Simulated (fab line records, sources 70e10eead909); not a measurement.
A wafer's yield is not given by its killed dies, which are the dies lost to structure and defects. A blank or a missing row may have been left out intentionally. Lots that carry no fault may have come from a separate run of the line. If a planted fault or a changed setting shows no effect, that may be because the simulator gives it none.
fab line records	flow nandHarc
record lots=5	wafers=15	lastDay=25
route steps=1159 shown A_STAIRCASE@727 A_SGD_CUT@747 END@1159
lots that met no fault: from a run of the same line without faults
startH: start of the lot's first displayed wafer, in hours after the record's first day	waitH: hours since the lot's step before	" as in the row above	L1.1+2: a single row standing in for several wafers	- no value present, or no start provided	* or withheld: withheld	< > ~ a bound
route shown NAME@n: names a module that has steps shown in the file, with the first one's number in the route	usual: mean and standard deviation over wafers with no fault	same: alike in all rows	chamber/n: place in a boat	sites: readings site by site	_std_site: how widely they spread, as a standard deviation	_edge_site: inner sites' mean taken away from outer sites' mean	radiusMm: how far each site lies from the wafer's centre	mask NAME#n: copy n	behind: the tool/chamber that last shaped the wafer	hold: reason for holding the lot/hours on hold/outcome of the hold	device: whichever transistor did not switch (one of n, p or np)	end of line: the route-end tests of the same wafers	for a step that has no rows: nothing shown but its recipe	killed: dies that structure and defects cost at the first sort, which is not the same as the wafer's yield	map: the dies of a wafer, with x for killed, . for not killed, _ for no die there
set.NAME: the run value of the setting; set.NAME@STEP: its run value at that earlier step	model.NAME: the simulator's own value behind a step, which no gauge read
certain route steps with their lots: each step a table, each wafer a row
services: a tool's chamber out of use, with start hour (startH, from the record's first day; less than 0 if before it), hours out, and reason
## steps
# step NHARC_A_STAIRCASE_ETCH_444
# recipe targetDepthA=1.02e+05	timeS=3400	c4f8FlowSccm=20	o2FlowSccm=10	arFlowSccm=withheld	rfW=600	biasW=1000	chemistry=C4F8/O2
# step NHARC_A_STAIRCASE_STRIP_446
# recipe powerW=1500	tempC=250	chemistry=O2
# step NHARC_A_STAIRCASE_STRIP_447
# recipe timeS=900	tempC=130	chemistry=SPM
# step NHARC_A_STAIRCASE_PRECLEAN_448
# recipe timeS=*	tempC=50	bathAgeMin=0	chemistry=SC1
# step NHARC_A_STAIRCASE_SRD_449
# step NHARC_A_STAIRCASE_CMP_450
# recipe targetThkNm=200	material=SiO2
# usual motorCurrentA=11.8/1
lot.wafer	tool	chamber	startH	waitH	motorCurrentA
L863.4	cmp-03	1	308.16	-	11.7
L863.2	"	3	"	"	10.4
L863.5	"	1	"	"	11.2
L866.2	cmp-04	3	326.03	-	10.4
L866.4	"	0	"	"	11.6
L866.1	"	1	"	"	13.0
L874.2	cmp-03	3	379.32	-	11.4
L874.1	"	0	"	"	12.2
L874.5	"	3	"	"	11.0
L875.1	cmp-04	3	379.84	-	10.4
L875.5	"	1	"	"	12.7
L875.6	"	2	"	"	13.0
L883.3	cmp-02	3	419.71	-	10.9
L883.2	"	1	"	"	11.6
L883.5	"	0	"	"	11.5
# step NHARC_A_STAIRCASE_CMP_152
# step NHARC_A_STAIRCASE_SRD_154
# step NHARC_A_STAIRCASE_ETCH_403
# recipe targetDepthA=1082	chemistry=dHF	material=SiO2
# step NHARC_A_STAIRCASE_ETCHBACK_422
# recipe targetDepthA=400	overEtchFrac=0.3	timeS=74.286	ionEnergyEv=120	ch3fFlowSccm=50	o2FlowSccm=30	arFlowSccm=200	rfW=500	biasW=100	chemistry=CH3F/O2
# step NHARC_A_STAIRCASE_ETCH_423
# recipe targetDepthA=300	chemistry=dHF	material=SiO2
lot.wafer	tool	chamber	startH	waitH
L863.5+4+2	wetBench-05	7,2,3	308.89	0.1
L866.4+2+1	wetBench-04	4,5,6	326.74	0.1
L874.2+1+5	wetBench-04	6,7,0	380.01	0.1
L875.6+1+5	wetBench-07	4,5,0	380.57	0.1
L883.3+5+2	wetBench-07	5,6,2	420.45	0.1
# step NHARC_A_STAIRCASE_ETCHBACK_157
# recipe targetDepthA=900	overEtchFrac=0.3	timeS=167.14	ionEnergyEv=120	ch3fFlowSccm=50	o2FlowSccm=30	arFlowSccm=200	rfW=500	biasW=100	chemistry=CH3F/O2
# step NHARC_A_STAIRCASE_STRIP_475
# recipe timeS=20	o2FlowSccm=500	arFlowSccm=0	biasW=0	chemistry=O2
# step NHARC_A_STAIRCASE_DEP_471
# recipe targetThkA=1000	tempC=400	pressureTorr=6.5	rfW=900	teosFlowSccm=161.4	flowSccm=2650	targetThkNm=100	gas=O2	material=SiO2
# step NHARC_A_STAIRCASE_CMP_472
# recipe material=SiO2
# step NHARC_A_STAIRCASE_SRD_474
# step NHARC_A_SGD_CUT_DEP_00
# recipe targetThkA=500	tempC=400	targetThkNm=50	flowSccm=200	rfW=450	material=SiNx
# step NHARC_A_SGD_CUT_DEHYDRATE_01
# recipe tempC=150	timeS=120
# step NHARC_A_SGD_CUT_HMDS_02
# recipe timeS=30
# step NHARC_A_SGD_CUT_COAT_56
# recipe tempC=260	timeS=75
# step NHARC_A_SGD_CUT_COAT_57
# recipe tempC=225	timeS=65
# step NHARC_A_SGD_CUT_COAT_03
# recipe spinRpm=1500	resistThkNm=90
# step NHARC_A_SGD_CUT_SOFTBAKE_04
# recipe tempC=105	timeS=55
# step NHARC_A_SGD_CUT_EBR_05
# step NHARC_A_SGD_CUT_EXPOSE_06
# recipe na=1.35	doseMj=85.59	maskId=SGD
# step NHARC_A_SGD_CUT_PEB_07
# recipe pebTempC=100	pebTimeS=65
# step NHARC_A_SGD_CUT_DEVELOP_08
# recipe developTimeS=35	devTempC=23
# step NHARC_A_SGD_CUT_CD_MEAS_09
# recipe targetCdNm=100	landingEnergyEv=500
# usual cdNm=100.2/0.5
lot.wafer	tool	chamber	startH	waitH	cdNm
L863.2	cdSem-02	0	312.63	-	99.7
L863.4	"	0	"	"	100.8
L863.5	"	0	"	"	100.4
L866.1	cdSem-01	0	328.67	-	100.6
L866.2	"	0	"	"	99.7
L866.4	"	0	"	"	100.5
L874.1	cdSem-02	0	382.06	-	100.8
L874.2	"	0	"	"	99.9
L874.5	"	0	"	"	100.6
L875.1	cdSem-01	0	382.50	-	99.7
L875.5	"	0	"	"	100.6
L875.6	"	0	"	"	100.7
L883.2	cdSem-03	0	424.17	-	100.0
L883.3	"	0	"	"	100.3
L883.5	"	0	"	"	99.1
# step NHARC_A_SGD_CUT_OVL_MEAS_10
# usual overlayXNm=0.0/0.81	overlayYNm=0.0/0.58
lot.wafer	tool	chamber	startH	waitH	overlayXNm	overlayYNm
L863.2	overlay-02	-	312.72	-	-0.3	-1.1
L863.4	"	-	"	"	-0.2	-1.3
L863.5	"	-	"	"	0.3	-0.5
L866.1	overlay-01	-	328.76	-	-0.4	0.0
L866.2	"	-	"	"	0.3	0.2
L866.4	"	-	"	"	-0.7	0.5
L874.1	overlay-02	-	382.15	-	-1.8	0.6
L874.2	"	-	"	"	-1.6	0.2
L874.5	"	-	"	"	-1.3	0.5
L875.1	overlay-02	-	382.58	-	0.3	0.0
L875.5	"	-	"	"	-0.8	-0.2
L875.6	"	-	"	"	-0.2	0.1
L883.2	overlay-02	-	424.26	-	1.2	-0.5
L883.3	"	-	"	"	0.3	0.1
L883.5	"	-	"	"	0.6	0.3
# step NHARC_A_SGD_CUT_DESCUM_14
# recipe timeS=3	o2FlowSccm=200	arFlowSccm=0	biasPowerW=0	chemistry=O2
# usual chamberPressureMTorr=60.00/0.057	drypumpMotorCurrentA=5.6/0.41	oesProductAu=0.997/0.012	rfVppV=57.7/0.9	showerheadPlenumPTorr=1.90/0.089	throttleValvePct=11.313/0.0095
lot.wafer	tool	chamber	startH	waitH	chamberPressureMTorr	drypumpMotorCurrentA	oesProductAu	rfHoursCounterH	rfVppV	showerheadPlenumPTorr	throttleValvePct
L863.4	rieDiel-08	0	312.85	0.1	59.99	5.8	1.002	0	56.4	1.84	11.319
L863.2	"	2	"	"	60.07	6.2	0.981	0	58.3	1.90	11.311
L863.5	"	3	"	"	59.96	5.4	0.986	-	56.7	1.78	11.296
L866.2	rieDiel-01	3	328.85	0.1	60.00	5.8	0.999	1	57.1	1.85	11.321
L866.1	"	2	"	"	59.99	5.7	0.991	1	58.6	2.05	11.317
L866.4	"	3	"	"	60.10	5.8	1.009	-	58.8	1.85	11.314
L874.1	rieDiel-04	1	382.26	0.1	60.03	5.0	1.021	8	58.6	1.88	11.326
L874.2	"	2	"	"	59.99	5.3	1.005	8	57.4	2.01	11.307
L874.5	"	3	"	"	59.97	6.6	0.987	-	58.5	1.95	11.314
L875.1	rieDiel-08	0	382.71	0.1	60.01	5.8	0.998	3	57.3	1.84	11.326
L875.6	"	1	"	"	59.96	5.8	1.000	-	58.4	2.04	11.313
L875.5	"	2	"	"	60.14	6.0	0.984	-	56.8	1.90	11.327
L883.2	rieDiel-04	3	424.37	0.1	60.02	6.6	0.995	13	56.6	1.95	11.313
L883.3	"	0	"	"	60.13	5.3	1.006	13	58.1	1.83	11.311
L883.5	"	0	"	"	60.06	5.3	0.995	-	56.6	1.83	11.325
# step NHARC_A_SGD_CUT_ETCH_58
# recipe targetDepthA=390	overEtchFrac=0.3	timeS=65	ionEnergyEv=80	cf4FlowSccm=150	arFlowSccm=0	rfW=300	biasW=100	chemistry=CF4
# usual chamberPressureMTorr=50.01/0.043	drypumpMotorCurrentA=5.6/0.4	oesProductAu=0.997/0.013	rfVppV=151.2/1.3	showerheadPlenumPTorr=1.76/0.078	throttleValvePct=13.283/0.009
lot.wafer	tool	chamber	startH	waitH	chamberPressureMTorr	drypumpMotorCurrentA	oesProductAu	rfHoursCounterH	rfVppV	showerheadPlenumPTorr	throttleValvePct
L863.4	rieDiel-08	3	312.94	0.1	50.01	5.4	0.989	0	149.7	1.66	13.281
L863.2	"	0	"	"	49.99	5.8	1.005	0	150.9	1.71	13.281
L863.5	"	1	"	"	50.10	5.8	1.013	-	153.9	1.88	13.284
L866.1	rieDiel-01	3	328.99	0.1	49.99	5.8	1.007	1	151.4	1.71	13.277
L866.2	"	2	"	"	49.90	5.7	1.003	1	153.0	1.88	13.267
L866.4	"	2	"	"	49.99	5.6	0.991	-	155.0	1.88	13.296
L874.2	rieDiel-04	1	382.34	0.1	50.06	5.0	1.018	8	151.0	1.74	13.288
L874.1	"	3	"	"	50.04	6.5	0.997	8	151.4	1.80	13.293
L874.5	"	1	"	"	50.01	5.0	1.018	-	150.7	1.74	13.270
L875.1	rieDiel-08	2	382.78	0.1	50.05	6.1	0.998	5	150.9	1.75	13.284
L875.6	"	3	"	"	50.00	5.4	0.990	-	148.8	1.66	13.287
L875.5	"	0	"	"	50.00	5.8	0.991	-	150.4	1.71	13.281
L883.2	rieDiel-04	2	424.47	0.1	49.99	5.3	1.002	12	151.5	1.85	13.274
L883.3	"	3	"	"	49.92	6.6	0.985	13	152.8	1.80	13.281
L883.5	"	2	"	"	49.99	5.3	1.000	-	153.4	1.85	13.289
# step NHARC_A_SGD_CUT_ETCH_59
# recipe targetDepthA=2600	overEtchFrac=0.25	timeS=406.25	ionEnergyEv=200	n2FlowSccm=150	h2FlowSccm=150	arFlowSccm=0	rfW=400	biasW=150	chemistry=N2/H2
# step NHARC_A_SGD_CUT_ETCH_15
# recipe targetDepthA=750	timeS=64.3	ch3fFlowSccm=50	o2FlowSccm=30	arFlowSccm=200	rfW=500	biasW=100	chemistry=CH3F/O2
# step NHARC_A_SGD_CUT_ETCH_16
# recipe targetDepthA=3105	timeS=155.2	c4f8FlowSccm=withheld	o2FlowSccm=8	arFlowSccm=withheld	rfW=600	biasW=800	chemistry=C4F8/O2/Ar
# usual chamberPressureMTorr=24.998/0.024	oesProductAu=0.971/0.016	rfVppV=723/4.5
lot.wafer	tool	chamber	startH	waitH	chamberPressureMTorr	oesProductAu	rfHoursCounterH	rfVppV
L863.2	rieDiel-08	0	-	-	24.988	0.978	0	719
L863.4	"	1	"	"	25.027	0.991	0	730
L863.5	"	0	"	"	25.036	0.977	-	722
L866.1	rieDiel-01	3	329.73	0.1	25.009	0.981	1	720
L866.2	"	2	"	"	24.970	0.983	1	730
L866.4	"	2	"	"	24.990	0.980	-	731
L874.1	rieDiel-04	2	-	-	24.998	0.984	8	729
L874.2	"	3	"	"	24.999	0.958	8	726
L874.5	"	2	"	"	25.005	0.989	-	729
L875.1	rieDiel-08	3	-	-	25.012	0.976	6	715
L875.6	"	0	"	"	25.049	0.984	-	719
L875.5	"	1	"	"	24.977	0.978	-	729
L883.3	rieDiel-04	0	-	-	25.011	0.959	14	718
L883.2	"	1	"	"	25.013	0.991	13	722
L883.5	"	0	"	"	25.015	0.967	-	718
# step NHARC_A_SGD_CUT_STRIP_60
# recipe c4f8FlowSccm=withheld	o2FlowSccm=8	arFlowSccm=withheld	biasW=0	chemistry=C4F8/O2/Ar
# step NHARC_A_SGD_CUT_STRIP_17
# recipe o2FlowSccm=500	arFlowSccm=0	biasW=0	chemistry=O2
# usual chamberPressureMTorr=59.99/0.055	drypumpMotorCurrentA=5.6/0.4	oesProductAu=0.998/0.013	rfVppV=57.7/0.92	showerheadPlenumPTorr=3.53/0.16	throttleValvePct=17.037/0.0088
lot.wafer	tool	chamber	startH	waitH	chamberPressureMTorr	drypumpMotorCurrentA	oesProductAu	rfHoursCounterH	rfVppV	showerheadPlenumPTorr	throttleValvePct
L863.2	rieDiel-08	3	-	-	59.94	5.4	0.973	0	56.9	3.30	17.039
L863.4	"	0	"	"	59.97	5.9	0.992	0	57.9	3.40	17.042
L863.5	"	1	"	"	59.98	5.8	1.000	-	58.3	3.76	17.051
L866.1	rieDiel-01	3	-	-	60.03	5.8	1.013	1	57.0	3.41	17.039
L866.2	"	2	"	"	59.99	5.7	1.015	1	58.9	3.76	17.042
L866.4	"	3	"	"	60.00	5.8	1.021	-	57.3	3.41	17.041
L874.2	rieDiel-04	2	-	-	60.02	5.3	1.009	8	58.0	3.70	17.043
L874.1	"	3	"	"	59.93	6.5	0.992	8	58.3	3.59	17.042
L874.5	"	3	"	"	59.96	6.5	0.997	-	56.9	3.59	17.041
L875.1	rieDiel-08	1	-	-	60.05	5.8	1.006	6	56.5	3.75	17.029
L875.6	"	1	"	"	59.95	5.8	1.014	-	58.3	3.75	17.041
L875.5	"	2	"	"	59.97	6.1	0.982	-	58.4	3.50	17.026
L883.3	rieDiel-04	2	-	-	59.90	5.3	0.997	13	57.6	3.70	17.044
L883.2	"	0	"	"	60.11	5.3	1.007	14	57.0	3.38	17.057
L883.5	"	2	"	"	60.04	5.3	1.002	-	56.3	3.70	17.051
# step NHARC_A_SGD_CUT_PRECLEAN_18
# recipe timeS=*	tempC=50	bathAgeMin=0	chemistry=SC1
# step NHARC_END_SORT_01
# recipe tempC=25
# usual killedAtArray=27/12	killedAtOther=0.9/1.1	killedAtPeriphery=3.2/2.4	killedDies=31/12	killedOpen=3.3/1.7	killedShort=2.0/1.6
# same grossDies=677
lot.wafer	tool	chamber	startH	waitH	killedAtArray	killedAtOther	killedAtPeriphery	killedDies	killedOpen	killedShort
L863.2	prober-02	0	450.02	2.8	36	1	3	40	3	2
L863.4	prober-02	0	451.60	3.4	34	1	3	38	5	2
L863.5	prober-02	0	452.38	3.6	28	0	4	32	5	0
L874.1	prober-02	0	579.01	2.5	46	0	5	51	4	1
L874.2	prober-02	0	579.82	2.8	119	0	3	122	1	3
L874.5	prober-02	0	582.25	3.7	38	0	1	39	5	0
# killed by level:class
L863.2 A_CHANNEL_HOLE_D1:chamberFilmFlake=16 A_SGD_CUT:chamberFilmFlake=7 A_STAIRCASE:chamberFilmFlake=6 P_ZERO_WELL:chamberFilmFlake=2 A_ZERO_WELL:chamberFilmFlake=2 A_CONTACT:chamberFilmFlake=2 P_M0:geometricParticle:short=1 A_SOURCE_PLATE:geometricParticle:open=1
L863.4 A_CHANNEL_HOLE_D1:chamberFilmFlake=11 A_SGD_CUT:chamberFilmFlake=7 A_ZERO_WELL:chamberFilmFlake=3 A_STAIRCASE:chamberFilmFlake=3 A_CONTACT:chamberFilmFlake=3 A_CHANNEL_FILL_D1:geometricParticle:open=2 P_BONDPAD:chamberFilmFlake=2 A_ONON_D1:geometricParticle:open=1
L863.5 A_CHANNEL_HOLE_D1:chamberFilmFlake=10 A_SGD_CUT:chamberFilmFlake=6 A_STAIRCASE:chamberFilmFlake=4 A_CONTACT:chamberFilmFlake=3 P_GATE:geometricParticle:open=2 A_ONON_D1:geometricParticle:open=1 A_CONTACT:geometricParticle:open=1 A_M0:geometricParticle:open=1
L874.1 A_CHANNEL_HOLE_D1:chamberFilmFlake=20 A_SLIT:chamberFilmFlake=15 A_STAIRCASE:chamberFilmFlake=4 A_CHANNEL_FILL_D1:chamberFilmFlake=2 A_CONTACT:chamberFilmFlake=2 P_CONTACT:geometricParticle:open=1 P_M0:geometricParticle:open=1 P_M1:geometricParticle:open=1
L874.2 A_STAIRCASE:unspecified=91 A_CHANNEL_HOLE_D1:chamberFilmFlake=19 A_ONON_D1:geometricParticle:short=2 A_STAIRCASE:chamberFilmFlake=2 A_SLIT:chamberFilmFlake=2 P_M1:geometricParticle:open=1 A_CHANNEL_FILL_D1:geometricParticle:short=1 P_GATE:chamberFilmFlake=1
L874.5 A_CHANNEL_HOLE_D1:chamberFilmFlake=20 A_SLIT:chamberFilmFlake=10 A_STAIRCASE:chamberFilmFlake=4 A_CONTACT:geometricParticle:open=3 P_M1:geometricParticle:open=1 A_M0:geometricParticle:open=1
# map L874.2 (x killed, . not)
____________x____________
_________x......_________
_______...x.x....._______
______..xxxxx......______
_____....xx........._____
____.....x.x.x.......____
____.x....x.x........____
___.......xx.........x___
___.....xx............___
__.....................__
__.....................__
_......................._
_......................._
_......................._
_......................._
_......................._
...........x.............
............x..........x.
.........................
.........................
........x................
_......................._
_.....xxxxx............._
_....xxxxxxxx..........._
_..x.xxxxxxx............_
_...xxxxxxxxxx.........._
__.x.xxxxxxx...........__
__xx.xxxxxxxx..........__
___.xxxxxxxx..........___
___.xxxxxxxxx.........___
____.xxxxxxxx........____
____xxxxxxxxx........____
_____.xxxxxx........_____
______.xx..x.......______
_______xxx........_______
_________.x....._________
____________.____________
# map L866.2 (x killed, . not)
____________.____________
_________......._________
_______..xxx......_______
______....x........______
_____.x..xx.x.xx...._____
____....xx...........____
____.....x.xxx.......____
___.....x.............___
___.....x...x.........___
__.....................__
__.....................__
_........x.............._
_............x.........._
_............x.........._
_......................._
_......................._
.........................
.........................
.........................
.........................
.........................
_......................._
_......................._
_..x...................._
_......................._
_......................._
__...........x.........__
__.....................__
___...................___
___...................___
____.................____
____.................____
_____..............._____
______...x.........______
_______.x........._______
_________...x..._________
____________.____________
## services
tool	chamber	startH	hours	kind
cmp-04	-	286.32	0.5	repair
cmp-03	-	286.97	0.2	repair
rieDiel-04	-	288.90	9.0	pm
cmp-04	-	301.07	4.0	pm
rieDiel-08	-	301.80	9.0	pm
rieDiel-01	-	314.80	9.0	pm
cmp-04	-	315.63	2.6	repair
cmp-02	-	324.50	4.0	pm
rieDiel-01	0	324.94	6.4	repair
rieDiel-01	1	327.34	3.5	repair
rieDiel-08	0	331.78	9.1	repair
wetBench-04	-	339.20	8.0	pm
cmp-03	-	352.12	4.0	pm
cmp-04	-	352.14	5.0	repair
rieDiel-08	0	359.31	13.6	repair
rieDiel-04	1	362.13	7.4	repair
rieDiel-01	3	369.76	5.5	repair
rieDiel-01	2	372.73	8.3	repair
wetBench-05	-	372.80	8.0	pm
cmp-03	-	372.88	0.6	repair
cmp-03	-	381.91	1.6	repair
cmp-04	-	389.61	1.4	repair
cmp-03	-	395.64	0.3	repair
cmp-04	-	399.07	4.0	pm
## key
firstSign step=NHARC_END_SORT_01	reading=killedAtArray	direction=up	sigmas=7.9	usual=27	struck=119
effect step=NHARC_END_SORT_01	reading=killedDies	direction=up	sigmas=7.8	usual=31	struck=122
moreKillsBornAt NHARC_A_STAIRCASE_ETCH_423@wetBench-04=91
metAt NHARC_A_STAIRCASE_ETCH_423
struckWafers L874.2
testerLeftOut L874
onsetBetween 326.74 380.01
fault kind=chamberParticleSource	tool=wetBench-04	chamber=6	onsetH=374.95	steps=NHARC_A_STAIRCASE_ETCH_423	ratePerVisitCm2=1.1297	endH=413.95
# testerLeftOut: of these lots the tester's yield and bins aren't shown, on N5 and GAA mostly nor the transistor test; their killed dies are dies lost to structure and defects alone, not to doping, threshold or leakage, so they don't give the yield
